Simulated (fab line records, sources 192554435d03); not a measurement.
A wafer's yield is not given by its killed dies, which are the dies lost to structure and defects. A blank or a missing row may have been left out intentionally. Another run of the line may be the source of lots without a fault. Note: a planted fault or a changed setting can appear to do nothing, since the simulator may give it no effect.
The tool behind it: which one?    flow n5-finfet    10 lots, 30 wafers sampled, at 4 steps of a route of 1938

== WHAT THE GAUGES SHOWED, per wafer ==
N5_BEOL_M5_CD_MEAS_18: pitch 56 nm, target cd 28 nm.
lot   measured      on         cd-nm (nm)
L380  day 9 02:07   cd-sem-01  27.8 28.1 28.5
L382  day 9 17:26   cd-sem-01  27.9 28.5 28.3
L384  day 10 00:56  cd-sem-02  28.2 28.1 27.8
L386  day 10 06:56  cd-sem-01  28.3 27.2 26.9
L385  day 10 07:16  cd-sem-02  27.3 27.9 27.1
L387  day 11 07:47  cd-sem-02  28.4 28.0 27.6
L388  day 11 20:34  cd-sem-01  28.3 28.1 28.9
L396  day 13 03:25  cd-sem-02  28.3 28.4 29.7
L401  day 14 06:05  cd-sem-03  27.3 27.8 28.5
L403  day 15 02:36  cd-sem-01  27.7 27.5 28.3

== TOOL THAT RAN EACH LOT (tool first, then ch and the chambers of the sampled wafers, then the start) ==
lot   N5_BEOL_M5_ETCH_61                  N5_BEOL_M5_ETCH_62                  N5_BEOL_M5_HM_OPEN_17
L380  rie-diel-05 ch 0,1,3, day 9 01:44   rie-diel-05 ch 0,1,3, day 9 01:46   rie-metal-01 ch 0,1, day 9 01:58
L382  rie-diel-02 ch 0,1,3, day 9 16:55   rie-diel-02 ch 0,1,3, day 9 16:57   rie-metal-03 ch 0,1, day 9 17:09
L384  rie-diel-02 ch 1,3, day 10 00:31    rie-diel-02 ch 1,3, day 10 00:33    rie-metal-03 ch 0,1, day 10 00:45
L386  rie-diel-04 ch 1,2,3, day 10 06:28  rie-diel-04 ch 1,2,3, day 10 06:30  rie-metal-03 ch 0,1, day 10 06:40
L385  rie-diel-04 ch 0,2,3, day 10 06:41  rie-diel-04 ch 0,2,3, day 10 06:43  rie-metal-02 ch 1, day 10 06:55
L387  rie-diel-05 ch 0,3, day 11 07:20    rie-diel-05 ch 0,3, day 11 07:22    rie-metal-01 ch 0,1, day 11 07:32
L388  rie-diel-05 ch 0,2,3, day 11 20:10  rie-diel-05 ch 0,2,3, day 11 20:12  rie-metal-03 ch 0,1, day 11 20:22
L396  rie-diel-02 ch 0,1,3, day 13 02:56  rie-diel-02 ch 0,1,3, day 13 02:58  rie-metal-02 ch 0, day 13 03:08
L401  rie-diel-04 ch 2,3, day 14 05:42    rie-diel-04 ch 2,3, day 14 05:44    rie-metal-02 ch 0,1, day 14 05:55
L403  rie-diel-04 ch 2,3, day 15 02:05    rie-diel-04 ch 2,3, day 15 02:07    rie-metal-02 ch 1, day 15 02:17
- N5_BEOL_M5_ETCH_61: etches SiARC in CF4, target depth 15.6 nm, time 26 s.
- N5_BEOL_M5_ETCH_62: etches SOC in N2/H2, target depth 75 nm, overetch 15 nm, time 112.5 s.
- N5_BEOL_M5_HM_OPEN_17: chemistry Cl2/BCl3, target TiN, target depth 20 nm, overetch 6 nm.

== THE ANSWER, worked out from the rows above alone ==
Rule: the usual values come from the lots themselves. Put in order of their means at a reading, lots are off if they are a third of the lots or fewer, leave a main group of 4 or more, and stand apart from it by a gap of 3 or more times the standard deviation of the main group's means; of several such gaps the widest counts. Not used: any main group whose means are identical at the precision the tables above print for the reading. Also off: a lot with no number at a reading for which 4 or more lots have one. The other lots that the step has rows for count as sound.
Nothing can be told from this: no lot is off at any reading shown.

== WHAT HAD BEEN PUT IN BY THE SIMULATOR ==
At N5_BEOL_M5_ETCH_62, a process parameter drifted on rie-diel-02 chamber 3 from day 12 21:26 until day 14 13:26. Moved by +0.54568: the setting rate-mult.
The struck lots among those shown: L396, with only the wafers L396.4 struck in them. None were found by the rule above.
